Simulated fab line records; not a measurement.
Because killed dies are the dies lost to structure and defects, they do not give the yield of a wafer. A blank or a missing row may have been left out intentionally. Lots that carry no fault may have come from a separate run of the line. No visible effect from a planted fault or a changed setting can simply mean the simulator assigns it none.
8D (eight disciplines) problem report, filled in by code :: flow n5Finfet :: the parts of the form that need people (team, actions taken, sign-off) are left out

== 1. PROBLEM STATEMENT ==
Wafers without a fault read 35, standard deviation 11; killed_at_M0_to_M3 at N5_PASSIVATION_PROBE_49 reads a mean of 135 on 4 wafers belonging to 2 lots. Relative to the usual mean, that is a shift of +9.1 standard deviations.
The first sign was on wafer L105.3 at day 14 22:46, on prober-02. The record holds 6 wafers of 2 lots with a number at this step. The rule behind "out" and "out of limits": a value lying over 4 standard deviations away from the usual mean. Any other wafer with a number is counted as sound.

== 2. WHAT IT IS AND WHAT IT IS NOT ==
question: which readings at this step
is: killed_at_M0_to_M3
is not: killed_at_M4_up, killedAtContacts, killedAtFrontEnd, killedAtOther, sort_bin_4_leakage, sort_bin_6_memory

question: which lots
is: L105, L108
is not: -

question: which wafers of those lots
is: L105.3, L105.5, L108.4, L108.5
is not: L105.6, L108.3

question: read on which tools
is: prober-01, prober-02
is not: -

question: when
is: from day 14 22:46
is not: up to then (0 sound wafers); but 2 sound wafers of L105, L108 came after

== 3. SUSPECTS, AND WHAT RULES EACH OUT ==
Counting: any tool at a process step up to the reading remains a suspect provided it ran every lot that is out. Sound lots after the first of them don't rule it out here, since some wafers of a struck lot are sound.
- pvdSputter-03 at N5_BEOL_M2_SPUTTER_94 (material Cu, target thk 4.5 nm, time 8.29 s): kept. It ran every lot that is out, first L105 (day 9 01:01).
- rieDiel-03 at N5_PASSIVATION_STRIP_14 (strips in O2): kept. It ran every lot that is out, first L105 (day 14 16:35).
After counting, pvdSputter-03 at N5_BEOL_M2_SPUTTER_94 and rieDiel-03 at N5_PASSIVATION_STRIP_14 remain.

== 4. THE CAUSE (what the simulator had put in) ==
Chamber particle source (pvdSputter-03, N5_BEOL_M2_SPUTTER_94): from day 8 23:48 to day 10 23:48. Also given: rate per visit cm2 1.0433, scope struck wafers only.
Of the 2 suspects that counting leaves, this tool is one.

== 5. THE CHAIN OF EFFECTS, in route order ==
Each row: a reading where the mean over the struck wafers with a number is more than 3 standard deviations away from the usual. Only readings whose record carries a usual standard deviation are examined. hours: median over the lots of the time between each lot's start at the first step of this table that gives one and its start at this step. sigmas: the change, counted in usual standard deviations.
hours: 0
step: N5_PASSIVATION_PROBE_49
reading: defectLimitedYield
usual: 91.2 %
on struck wafers: 84.5
change: -6.7
sigmas: -4.8

hours: 0
step: N5_PASSIVATION_PROBE_49
reading: killed_at_M0_to_M3
usual: 35
on struck wafers: 135
change: +100
sigmas: +9.1

hours: 0
step: N5_PASSIVATION_PROBE_49
reading: killedDies
usual: 103
on struck wafers: 183
change: +80
sigmas: +4.7

hours: 0
step: N5_PASSIVATION_PROBE_49
reading: killedOnRim
usual: 13
on struck wafers: 26
change: +12
sigmas: +3.6

hours: 0
step: N5_PASSIVATION_PROBE_49
reading: sort_bin_5_function
usual: 5.1 %
on struck wafers: 9.2
change: +4.1
sigmas: +4.6

hours: 0
step: N5_PASSIVATION_PROBE_49
reading: sortNPass
usual: 1077
on struck wafers: 997
change: -80
sigmas: -4.7

hours: 0
step: N5_PASSIVATION_PROBE_49
reading: sortYieldPct
usual: 91.2 %
on struck wafers: 84.5
change: -6.7
sigmas: -4.8
The process steps in it:
- N5_PASSIVATION_PROBE_49

== 6. HOW IT WOULD HAVE BEEN CAUGHT EARLIER ==
In this record no reading fell out of limits until day 14 22:46, 143 hours after the fault had begun at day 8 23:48.
No tool reading at N5_BEOL_M2_SPUTTER_94 that has a usual standard deviation in the record was out on any struck wafer, so an alarm limit of 4 standard deviations on those readings would not have fired.
All the lots that are out (2) had begun N5_BEOL_M2_SPUTTER_94 on pvdSputter-03 by day 14 22:46. A hold on the tool at that time would have spared none of them.
